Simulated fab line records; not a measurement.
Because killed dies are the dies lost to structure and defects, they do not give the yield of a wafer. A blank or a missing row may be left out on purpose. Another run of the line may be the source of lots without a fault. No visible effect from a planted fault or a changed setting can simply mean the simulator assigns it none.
Which tool is to blame?    flow nandHarc    12 lots, 36 wafers sampled, at 1 step of a route of 1302

WHAT EACH GAUGE READ, for each wafer
NHARC_A_SGD_CUT_INSPECT_25.
lot   measured      on                rawDefectCount
L076  day 19 19:02  defectInspect-02  366 324 324
L077  day 20 13:42  defectInspect-02  488 417 693
L079  day 21 22:44  defectInspect-01  270 317 337
L081  day 22 10:37  defectInspect-02  428 427 479
L084  day 23 11:25  defectInspect-02  464 462 328
L085  day 23 11:36  defectInspect-02  335 339 368
L086  day 24 20:33  defectInspect-02  360 316 392
L090  day 25 14:25  defectInspect-02  611 386 338
L092  day 27 00:31  defectInspect-02  368 377 376
L093  day 27 10:34  defectInspect-01  340 354 276
L095  day 28 14:21  defectInspect-01  228 293 363
L097  day 28 23:59  defectInspect-02  461 409 438

WHAT TOOL EACH LOT RAN ON (gives the tool, then ch and the chambers of the sampled wafers, and finally the start)
The record shows no process step preceding these readings.

THE ANSWER, worked out from the rows above alone
Rule: the lots themselves supply what counts as usual. The widest of any qualifying gaps counts: lots, ordered by their means at a reading, are off when they make up no more than a third of the lots, leave a main group of 4 or more, and stand apart from it by 3 or more times the standard deviation of that group's means. A main group is skipped when, at the precision printed for the reading in the tables above, its means are all equal. A lot without any number at a reading at which 4 lots or more have one is off too. Any other lot the step has rows for is counted as sound.
Nothing can be told from this: no lot is off at any reading shown.

WHAT HAD BEEN PUT IN BY THE SIMULATOR
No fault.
